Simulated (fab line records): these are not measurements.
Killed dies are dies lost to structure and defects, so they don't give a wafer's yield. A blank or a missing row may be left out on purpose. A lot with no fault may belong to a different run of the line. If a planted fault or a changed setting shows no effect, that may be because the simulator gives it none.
fab line records / flow nandHarc
record: lots: 14 wafers: 42 lastDay: 24
route steps=1159 shown P_BONDPAD@351 A_BONDPAD@1083 END@1159
lots that met no fault: from a run of the same line without faults
startH: hours from the record's opening day to when the first of the lot's shown wafers began / waitH: hours elapsed since this lot's preceding step / " identical to the entry in the row above / L1.1+2: several wafers, shown together as one row / - no value, or no start was given / * or withheld: withheld / < > ~ a bound
route shown NAME@n: names a module that has steps shown in the file, with the first one's number in the route / usual: mean/standard deviation taken from wafers without a fault / same: alike in all rows / chamber/n: place in a boat / sites: readings site by site / _std_site: how widely they spread, as a standard deviation / _edge_site: mean of outer sites minus mean of inner sites / radiusMm: for every site, how far away it sits from the centre of the wafer / mask NAME#n: copy n / behind: the last tool/chamber to shape the wafer / hold: why the lot went on hold/how many hours it stayed there/how the hold came to an end / device: the n, p or np transistor that did not switch / end of line: the same wafers' tests at the end of the route / a step with no rows: only its recipe / killed: count of dies lost to structure and defects at first sort (not the wafer's yield) / map: a wafer's dies, x killed, . not, _ none there
set.NAME: the setting the step ran with; set.NAME@STEP: the setting that earlier step ran with / model.NAME: the simulator's own value behind a step, which no gauge read
steps of the route over a sample of lots; a table a step, a row a wafer
services: a tool's chamber out of use, with start hour (startH, from the record's first day; less than 0 if before it), hours out, and reason
== steps ==
step: NHARC_P_BONDPAD_DEP_00
recipe: targetThkA: 2500 tempC: 370 targetThkNm: 250 pressureTorr: 3 flowSccm: 200 rfW: 450 material: SiCN
usual: heaterPowerW: 542/65
lot.wafer=L865.1 tool=pecvd-02 chamber=2 startH=123.04 waitH=0.5 heaterPowerW=652
lot.wafer=L865.4 tool=pecvd-02 chamber=1 startH=123.04 waitH=0.5 heaterPowerW=562
lot.wafer=L865.6 tool=pecvd-02 chamber=2 startH=123.04 waitH=0.5 heaterPowerW=670
lot.wafer=L866.3 tool=pecvd-02 chamber=1 startH=123.96 waitH=- heaterPowerW=469
lot.wafer=L866.6 tool=pecvd-02 chamber=2 startH=123.96 waitH=- heaterPowerW=630
lot.wafer=L866.4 tool=pecvd-02 chamber=1 startH=123.96 waitH=- heaterPowerW=487
lot.wafer=L867.3 tool=pecvd-03 chamber=2 startH=145.83 waitH=- heaterPowerW=451
lot.wafer=L867.5 tool=pecvd-03 chamber=1 startH=145.83 waitH=- heaterPowerW=648
lot.wafer=L867.6 tool=pecvd-03 chamber=2 startH=145.83 waitH=- heaterPowerW=467
lot.wafer=L868.3 tool=pecvd-02 chamber=1 startH=145.95 waitH=- heaterPowerW=533
lot.wafer=L868.1 tool=pecvd-02 chamber=0 startH=145.95 waitH=- heaterPowerW=435
lot.wafer=L868.4 tool=pecvd-02 chamber=0 startH=145.95 waitH=- heaterPowerW=446
lot.wafer=L870.1 tool=pecvd-01 chamber=1 startH=160.29 waitH=- heaterPowerW=614
lot.wafer=L870.6 tool=pecvd-01 chamber=1 startH=160.29 waitH=- heaterPowerW=644
lot.wafer=L870.5 tool=pecvd-01 chamber=0 startH=160.29 waitH=- heaterPowerW=514
lot.wafer=L869.4 tool=pecvd-01 chamber=2 startH=161.24 waitH=- heaterPowerW=594
lot.wafer=L869.6 tool=pecvd-01 chamber=0 startH=161.24 waitH=- heaterPowerW=501
lot.wafer=L869.5 tool=pecvd-01 chamber=1 startH=161.24 waitH=- heaterPowerW=570
lot.wafer=L872.1 tool=pecvd-01 chamber=0 startH=174.95 waitH=- heaterPowerW=484
lot.wafer=L872.5 tool=pecvd-01 chamber=2 startH=174.95 waitH=- heaterPowerW=551
lot.wafer=L872.6 tool=pecvd-01 chamber=1 startH=174.95 waitH=- heaterPowerW=545
lot.wafer=L874.1 tool=pecvd-01 chamber=2 startH=182.72 waitH=- heaterPowerW=553
lot.wafer=L874.3 tool=pecvd-01 chamber=0 startH=182.72 waitH=- heaterPowerW=517
lot.wafer=L874.5 tool=pecvd-01 chamber=2 startH=182.72 waitH=- heaterPowerW=544
lot.wafer=L879.1 tool=pecvd-02 chamber=2 startH=213.60 waitH=- heaterPowerW=640
lot.wafer=L879.2 tool=pecvd-02 chamber=0 startH=213.60 waitH=- heaterPowerW=459
lot.wafer=L879.4 tool=pecvd-02 chamber=1 startH=213.60 waitH=- heaterPowerW=454
lot.wafer=L880.2 tool=pecvd-03 chamber=0 startH=220.53 waitH=- heaterPowerW=472
lot.wafer=L880.4 tool=pecvd-03 chamber=1 startH=220.53 waitH=- heaterPowerW=689
lot.wafer=L880.5 tool=pecvd-03 chamber=2 startH=220.53 waitH=- heaterPowerW=499
lot.wafer=L882.3 tool=pecvd-02 chamber=1 startH=228.54 waitH=- heaterPowerW=496
lot.wafer=L882.5 tool=pecvd-02 chamber=2 startH=228.54 waitH=- heaterPowerW=623
lot.wafer=L882.6 tool=pecvd-02 chamber=1 startH=228.54 waitH=- heaterPowerW=500
lot.wafer=L883.3 tool=pecvd-03 chamber=1 startH=233.97 waitH=- heaterPowerW=692
lot.wafer=L883.1 tool=pecvd-03 chamber=0 startH=233.97 waitH=- heaterPowerW=536
lot.wafer=L883.4 tool=pecvd-03 chamber=0 startH=233.97 waitH=- heaterPowerW=526
lot.wafer=L885.1 tool=pecvd-03 chamber=0 startH=251.18 waitH=- heaterPowerW=535
lot.wafer=L885.2 tool=pecvd-03 chamber=1 startH=251.18 waitH=- heaterPowerW=605
lot.wafer=L885.5 tool=pecvd-03 chamber=0 startH=251.18 waitH=- heaterPowerW=547
lot.wafer=L886.3 tool=pecvd-01 chamber=1 startH=252.60 waitH=- heaterPowerW=574
lot.wafer=L886.6 tool=pecvd-01 chamber=1 startH=252.60 waitH=- heaterPowerW=594
lot.wafer=L886.5 tool=pecvd-01 chamber=2 startH=252.60 waitH=- heaterPowerW=560
step: NHARC_A_BONDPAD_PRE_CLEAN_26
recipe: timeS: 30 tempC: 280 gas: H2/He
usual: heaterPowerW: 410/26
lot.wafer=L865.4 tool=pvdSputter-02 chamber=- startH=- waitH=- heaterPowerW=393
lot.wafer=L865.1 tool=pvdSputter-02 chamber=- startH=- waitH=- heaterPowerW=407
lot.wafer=L865.6 tool=pvdSputter-02 chamber=- startH=- waitH=- heaterPowerW=404
lot.wafer=L866.4 tool=pvdSputter-03 chamber=- startH=- waitH=- heaterPowerW=388
lot.wafer=L866.3 tool=pvdSputter-03 chamber=- startH=- waitH=- heaterPowerW=412
lot.wafer=L866.6 tool=pvdSputter-03 chamber=- startH=- waitH=- heaterPowerW=406
lot.wafer=L867.3 tool=pvdSputter-02 chamber=- startH=- waitH=- heaterPowerW=380
lot.wafer=L867.6 tool=pvdSputter-02 chamber=- startH=- waitH=- heaterPowerW=415
lot.wafer=L867.5 tool=pvdSputter-02 chamber=- startH=- waitH=- heaterPowerW=432
lot.wafer=L868.3 tool=pvdSputter-03 chamber=- startH=- waitH=- heaterPowerW=389
lot.wafer=L868.4 tool=pvdSputter-03 chamber=- startH=- waitH=- heaterPowerW=439
lot.wafer=L868.1 tool=pvdSputter-03 chamber=- startH=- waitH=- heaterPowerW=382
lot.wafer=L869.4 tool=pvdSputter-02 chamber=- startH=- waitH=- heaterPowerW=413
lot.wafer=L869.6 tool=pvdSputter-02 chamber=- startH=- waitH=- heaterPowerW=410
lot.wafer=L869.5 tool=pvdSputter-02 chamber=- startH=- waitH=- heaterPowerW=436
lot.wafer=L870.1 tool=pvdSputter-02 chamber=- startH=- waitH=- heaterPowerW=388
lot.wafer=L870.5 tool=pvdSputter-02 chamber=- startH=- waitH=- heaterPowerW=403
lot.wafer=L870.6 tool=pvdSputter-02 chamber=- startH=- waitH=- heaterPowerW=380
lot.wafer=L872.1 tool=pvdSputter-02 chamber=- startH=- waitH=- heaterPowerW=415
lot.wafer=L872.6 tool=pvdSputter-02 chamber=- startH=- waitH=- heaterPowerW=387
lot.wafer=L872.5 tool=pvdSputter-02 chamber=- startH=- waitH=- heaterPowerW=405
lot.wafer=L874.3 tool=pvdSputter-03 chamber=- startH=- waitH=- heaterPowerW=394
lot.wafer=L874.1 tool=pvdSputter-03 chamber=- startH=- waitH=- heaterPowerW=422
lot.wafer=L874.5 tool=pvdSputter-03 chamber=- startH=- waitH=- heaterPowerW=407
lot.wafer=L879.4 tool=pvdSputter-01 chamber=- startH=- waitH=- heaterPowerW=427
lot.wafer=L879.2 tool=pvdSputter-01 chamber=- startH=- waitH=- heaterPowerW=407
lot.wafer=L879.1 tool=pvdSputter-01 chamber=- startH=- waitH=- heaterPowerW=369
lot.wafer=L880.4 tool=pvdSputter-01 chamber=- startH=- waitH=- heaterPowerW=410
lot.wafer=L880.2 tool=pvdSputter-01 chamber=- startH=- waitH=- heaterPowerW=363
lot.wafer=L880.5 tool=pvdSputter-01 chamber=- startH=- waitH=- heaterPowerW=465
lot.wafer=L882.3 tool=pvdSputter-03 chamber=- startH=- waitH=- heaterPowerW=393
lot.wafer=L882.5 tool=pvdSputter-03 chamber=- startH=- waitH=- heaterPowerW=419
lot.wafer=L882.6 tool=pvdSputter-03 chamber=- startH=- waitH=- heaterPowerW=408
lot.wafer=L883.3 tool=pvdSputter-01 chamber=- startH=- waitH=- heaterPowerW=411
lot.wafer=L883.4 tool=pvdSputter-01 chamber=- startH=- waitH=- heaterPowerW=482
lot.wafer=L883.1 tool=pvdSputter-01 chamber=- startH=- waitH=- heaterPowerW=441
lot.wafer=L885.2 tool=pvdSputter-02 chamber=- startH=- waitH=- heaterPowerW=415
lot.wafer=L885.1 tool=pvdSputter-02 chamber=- startH=- waitH=- heaterPowerW=425
lot.wafer=L885.5 tool=pvdSputter-02 chamber=- startH=- waitH=- heaterPowerW=400
lot.wafer=L886.3 tool=pvdSputter-01 chamber=- startH=- waitH=- heaterPowerW=478
lot.wafer=L886.5 tool=pvdSputter-01 chamber=- startH=- waitH=- heaterPowerW=495
lot.wafer=L886.6 tool=pvdSputter-01 chamber=- startH=- waitH=- heaterPowerW=443
step: NHARC_A_BONDPAD_ANNEAL_28
recipe: tempC: 225 timeS: 90
usual: wafer_temp_C_max: 226.03/0.25
lot.wafer=L865.1 tool=rtpAnneal-01 chamber=0 startH=404.97 waitH=0.4 wafer_temp_C_max=225.90
lot.wafer=L865.4 tool=rtpAnneal-01 chamber=0 startH=404.97 waitH=0.4 wafer_temp_C_max=225.81
lot.wafer=L865.6 tool=rtpAnneal-01 chamber=0 startH=404.97 waitH=0.4 wafer_temp_C_max=226.10
lot.wafer=L866.3 tool=rtpAnneal-02 chamber=0 startH=416.53 waitH=0.3 wafer_temp_C_max=225.80
lot.wafer=L866.4 tool=rtpAnneal-02 chamber=0 startH=416.53 waitH=0.3 wafer_temp_C_max=226.34
lot.wafer=L866.6 tool=rtpAnneal-02 chamber=0 startH=416.53 waitH=0.3 wafer_temp_C_max=226.48
lot.wafer=L867.3 tool=rtpAnneal-02 chamber=0 startH=419.61 waitH=- wafer_temp_C_max=226.28
lot.wafer=L867.5 tool=rtpAnneal-02 chamber=0 startH=419.61 waitH=- wafer_temp_C_max=226.16
lot.wafer=L867.6 tool=rtpAnneal-02 chamber=0 startH=419.61 waitH=- wafer_temp_C_max=226.21
lot.wafer=L868.1 tool=rtpAnneal-02 chamber=0 startH=419.94 waitH=- wafer_temp_C_max=226.39
lot.wafer=L868.3 tool=rtpAnneal-02 chamber=0 startH=419.94 waitH=- wafer_temp_C_max=226.16
lot.wafer=L868.4 tool=rtpAnneal-02 chamber=0 startH=419.94 waitH=- wafer_temp_C_max=226.03
lot.wafer=L869.4 tool=rtpAnneal-02 chamber=0 startH=450.01 waitH=- wafer_temp_C_max=225.91
lot.wafer=L869.5 tool=rtpAnneal-02 chamber=0 startH=450.01 waitH=- wafer_temp_C_max=225.92
lot.wafer=L869.6 tool=rtpAnneal-02 chamber=0 startH=450.01 waitH=- wafer_temp_C_max=226.00
lot.wafer=L870.1 tool=rtpAnneal-02 chamber=0 startH=451.61 waitH=0.3 wafer_temp_C_max=226.12
lot.wafer=L870.5 tool=rtpAnneal-02 chamber=0 startH=451.61 waitH=0.3 wafer_temp_C_max=225.99
lot.wafer=L870.6 tool=rtpAnneal-02 chamber=0 startH=451.61 waitH=0.3 wafer_temp_C_max=226.04
lot.wafer=L872.1 tool=rtpAnneal-01 chamber=0 startH=462.62 waitH=0.3 wafer_temp_C_max=225.93
lot.wafer=L872.5 tool=rtpAnneal-01 chamber=0 startH=462.62 waitH=0.3 wafer_temp_C_max=226.35
lot.wafer=L872.6 tool=rtpAnneal-01 chamber=0 startH=462.62 waitH=0.3 wafer_temp_C_max=225.78
lot.wafer=L874.1 tool=rtpAnneal-02 chamber=0 startH=476.11 waitH=0.3 wafer_temp_C_max=226.18
lot.wafer=L874.3 tool=rtpAnneal-02 chamber=0 startH=476.11 waitH=0.3 wafer_temp_C_max=225.91
lot.wafer=L874.5 tool=rtpAnneal-02 chamber=0 startH=476.11 waitH=0.3 wafer_temp_C_max=226.38
lot.wafer=L879.1 tool=rtpAnneal-02 chamber=0 startH=501.78 waitH=0.4 wafer_temp_C_max=225.97
lot.wafer=L879.2 tool=rtpAnneal-02 chamber=0 startH=501.78 waitH=0.4 wafer_temp_C_max=226.30
lot.wafer=L879.4 tool=rtpAnneal-02 chamber=0 startH=501.78 waitH=0.4 wafer_temp_C_max=225.88
lot.wafer=L880.2 tool=rtpAnneal-02 chamber=0 startH=502.91 waitH=- wafer_temp_C_max=226.26
lot.wafer=L880.4 tool=rtpAnneal-02 chamber=0 startH=502.91 waitH=- wafer_temp_C_max=226.12
lot.wafer=L880.5 tool=rtpAnneal-02 chamber=0 startH=502.91 waitH=- wafer_temp_C_max=226.00
lot.wafer=L882.3 tool=rtpAnneal-02 chamber=0 startH=513.05 waitH=- wafer_temp_C_max=225.87
lot.wafer=L882.5 tool=rtpAnneal-02 chamber=0 startH=513.05 waitH=- wafer_temp_C_max=225.98
lot.wafer=L882.6 tool=rtpAnneal-02 chamber=0 startH=513.05 waitH=- wafer_temp_C_max=226.26
lot.wafer=L883.1 tool=rtpAnneal-02 chamber=0 startH=525.61 waitH=0.3 wafer_temp_C_max=226.15
lot.wafer=L883.3 tool=rtpAnneal-02 chamber=0 startH=525.61 waitH=0.3 wafer_temp_C_max=225.85
lot.wafer=L883.4 tool=rtpAnneal-02 chamber=0 startH=525.61 waitH=0.3 wafer_temp_C_max=226.23
lot.wafer=L885.1 tool=rtpAnneal-02 chamber=0 startH=533.40 waitH=0.3 wafer_temp_C_max=225.97
lot.wafer=L885.2 tool=rtpAnneal-02 chamber=0 startH=533.40 waitH=0.3 wafer_temp_C_max=225.92
lot.wafer=L885.5 tool=rtpAnneal-02 chamber=0 startH=533.40 waitH=0.3 wafer_temp_C_max=225.99
lot.wafer=L886.3 tool=rtpAnneal-02 chamber=0 startH=540.33 waitH=- wafer_temp_C_max=225.92
lot.wafer=L886.5 tool=rtpAnneal-02 chamber=0 startH=540.33 waitH=- wafer_temp_C_max=226.10
lot.wafer=L886.6 tool=rtpAnneal-02 chamber=0 startH=540.33 waitH=- wafer_temp_C_max=225.92
step: NHARC_END_SORT_01
recipe: tempC: 25
usual: defectLimitedYield: 95.2/1.9 killedAtArray: 29/13 killedAtOther: 0.7/1 killedAtPeriphery: 3.2/2.3 killedDies: 33/13 killedOpen: 3.3/1.7 killedShort: 2.0/1.5 sort_bin_2_pct: 1.5/0.8 sort_bin_3_pct: 0.27/0.22 sort_bin_4_pct: 3.0/1.1 sortNPass: 644/13 sortRimYieldPct: 96.0/2.9 sortYieldPct: 95.2/1.9
same: grossDies: 677 sort_bin_5_pct[%]: 0 sort_bin_6_pct[%]: 0 sort_bin_7_pct[%]: 0 sort_bin_8_pct[%]: 0 sortRimNGross: 106.00
lot.wafer=L879.1 tool=prober-01 chamber=0 startH=529.70 waitH=2.5 defectLimitedYield[%]=91.6 killedAtArray=19 killedAtOther=3 killedAtPeriphery=35 killedDies=57 killedOpen=5 killedShort=5 sort_bin_2_pct[%]=2.7 sort_bin_3_pct[%]=2.07 sort_bin_4_pct[%]=3.7 sortNPass=620 sortRimYieldPct[%]=85.8 sortYieldPct[%]=91.6
lot.wafer=L879.2 tool=prober-01 chamber=0 startH=530.52 waitH=2.8 defectLimitedYield[%]=90.4 killedAtArray=13 killedAtOther=3 killedAtPeriphery=49 killedDies=65 killedOpen=6 killedShort=2 sort_bin_2_pct[%]=4.1 sort_bin_3_pct[%]=2.07 sort_bin_4_pct[%]=3.4 sortNPass=612 sortRimYieldPct[%]=84.9 sortYieldPct[%]=90.4
lot.wafer=L879.4 tool=prober-01 chamber=0 startH=532.16 waitH=3.5 defectLimitedYield[%]=88.5 killedAtArray=16 killedAtOther=4 killedAtPeriphery=58 killedDies=78 killedOpen=3 killedShort=1 sort_bin_2_pct[%]=5.2 sort_bin_3_pct[%]=2.51 sort_bin_4_pct[%]=3.8 sortNPass=599 sortRimYieldPct[%]=84.9 sortYieldPct[%]=88.5
lot.wafer=L882.3 tool=prober-02 chamber=0 startH=545.71 waitH=3.0 defectLimitedYield[%]=87.6 killedAtArray=30 killedAtOther=0 killedAtPeriphery=54 killedDies=84 killedOpen=3 killedShort=3 sort_bin_2_pct[%]=4.7 sort_bin_3_pct[%]=2.22 sort_bin_4_pct[%]=5.5 sortNPass=593 sortRimYieldPct[%]=81.1 sortYieldPct[%]=87.6
lot.wafer=L882.5 tool=prober-02 chamber=0 startH=547.28 waitH=3.6 defectLimitedYield[%]=90.7 killedAtArray=28 killedAtOther=2 killedAtPeriphery=33 killedDies=63 killedOpen=6 killedShort=5 sort_bin_2_pct[%]=4.0 sort_bin_3_pct[%]=1.18 sort_bin_4_pct[%]=4.1 sortNPass=614 sortRimYieldPct[%]=84.0 sortYieldPct[%]=90.7
lot.wafer=L882.6 tool=prober-02 chamber=0 startH=548.07 waitH=3.9 defectLimitedYield[%]=86.1 killedAtArray=38 killedAtOther=1 killedAtPeriphery=55 killedDies=94 killedOpen=3 killedShort=2 sort_bin_2_pct[%]=5.8 sort_bin_3_pct[%]=1.92 sort_bin_4_pct[%]=6.2 sortNPass=583 sortRimYieldPct[%]=80.2 sortYieldPct[%]=86.1
killed by level:class
L879.1 P_BONDPAD:unspecified=31 A_CHANNEL_HOLE_D1:chamberFilmFlake=7 A_STAIRCASE:chamberFilmFlake=4 THIN_TSV:chamberFilmFlake=3 P_M2:geometricParticle:open=2 A_CONTACT:chamberFilmFlake=2 P_M0:geometricParticle:short=1 P_M1:geometricParticle:short=1
L879.2 P_BONDPAD:unspecified=45 A_CHANNEL_HOLE_D1:chamberFilmFlake=3 THIN_TSV:chamberFilmFlake=3 P_CONTACT:geometricParticle:open=2 P_STI:chamberFilmFlake=2 A_CONTACT:chamberFilmFlake=2 A_CHANNEL_FILL_D1:geometricParticle:short=1 A_CHANNEL_FILL_D1:geometricParticle:open=1
L879.4 P_BONDPAD:unspecified=56 A_CONTACT:chamberFilmFlake=5 THIN_TSV:chamberFilmFlake=4 P_STI:chamberFilmFlake=2 A_CHANNEL_HOLE_D1:chamberFilmFlake=2 A_STAIRCASE:chamberFilmFlake=2 A_SLIT:chamberFilmFlake=2 A_SOURCE_PLATE:geometricParticle:short=1
L882.3 P_BONDPAD:unspecified=51 A_SLIT:chamberFilmFlake=13 A_CHANNEL_HOLE_D1:chamberFilmFlake=6 A_CONTACT:chamberFilmFlake=5 P_GATE:chamberFilmFlake=2 P_M0:geometricParticle:short=1 A_SOURCE_PLATE:geometricParticle:short=1 A_SOURCE_PLATE:geometricParticle:open=1
L882.5 P_BONDPAD:unspecified=28 A_SLIT:chamberFilmFlake=11 A_CHANNEL_HOLE_D1:chamberFilmFlake=4 A_CONTACT:chamberFilmFlake=4 P_M0:geometricParticle:short=2 P_M0:chamberFilmFlake=2 A_ONON_D1:geometricParticle:open=1 A_CHANNEL_HOLE_D1:geometricParticle:open=1
L882.6 P_BONDPAD:unspecified=49 A_SLIT:chamberFilmFlake=19 A_CHANNEL_HOLE_D1:chamberFilmFlake=5 A_CONTACT:chamberFilmFlake=5 P_GATE:chamberFilmFlake=2 P_M0:chamberFilmFlake=2 A_STAIRCASE:chamberFilmFlake=2 P_CONTACT:geometricParticle:open=1
== services ==
tool=pvdSputter-03 chamber=- startH=102.00 hours=10.0 kind=pm
tool=pecvd-01 chamber=- startH=105.96 hours=0.6 kind=repair
tool=pecvd-03 chamber=- startH=111.26 hours=13.0 kind=pm
tool=pvdSputter-01 chamber=- startH=114.08 hours=3.8 kind=repair
tool=pvdSputter-02 chamber=- startH=116.01 hours=0.9 kind=repair
tool=pecvd-03 chamber=1 startH=133.05 hours=10.7 kind=repair
tool=pecvd-02 chamber=- startH=153.00 hours=13.0 kind=pm
tool=pecvd-02 chamber=- startH=210.38 hours=1.4 kind=repair
tool=pvdSputter-02 chamber=- startH=236.27 hours=5.2 kind=repair
tool=pecvd-01 chamber=- startH=237.21 hours=13.0 kind=pm
tool=rtpAnneal-02 chamber=- startH=300.00 hours=12.0 kind=pm
tool=pvdSputter-02 chamber=- startH=303.59 hours=15.9 kind=repair
tool=pecvd-02 chamber=- startH=334.00 hours=13.0 kind=pm
tool=pvdSputter-02 chamber=- startH=353.17 hours=1.7 kind=repair
tool=pvdSputter-02 chamber=- startH=392.05 hours=10.0 kind=pm
tool=pecvd-01 chamber=2 startH=401.50 hours=17.3 kind=repair
tool=pvdSputter-02 chamber=- startH=416.34 hours=1.0 kind=repair
tool=pecvd-01 chamber=- startH=418.21 hours=13.0 kind=pm
tool=pvdSputter-02 chamber=- startH=420.97 hours=1.0 kind=repair
tool=pecvd-02 chamber=2 startH=446.75 hours=8.0 kind=repair
tool=pecvd-01 chamber=- startH=457.06 hours=0.3 kind=repair
tool=pecvd-01 chamber=- startH=491.13 hours=12.2 kind=repair
tool=pvdSputter-02 chamber=- startH=508.30 hours=4.1 kind=repair
tool=pecvd-02 chamber=- startH=515.00 hours=13.0 kind=pm
== key ==
firstSign: step: NHARC_END_SORT_01 reading: killedAtPeriphery direction: up sigmas: 20 usual: 3.2 struck: 47.3
effect: step: NHARC_END_SORT_01 reading: killedDies direction: up sigmas: 3.2 usual: 33 struck: 74
moreKillsBornAt: NHARC_P_BONDPAD_DEP_00@pecvd-02: 260
metAt NHARC_P_BONDPAD_DEP_00
struckLots L879,L882
notActingAt NHARC_A_BONDPAD_PRE_CLEAN_26,NHARC_A_BONDPAD_ANNEAL_28
onsetBetween 145.95 213.60
fault: kind: chamberParticleSource tool: pecvd-02 chamber: - onsetH: 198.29 steps: NHARC_P_BONDPAD_DEP_00 ratePerVisitCm2: 0.69756 endH: 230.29
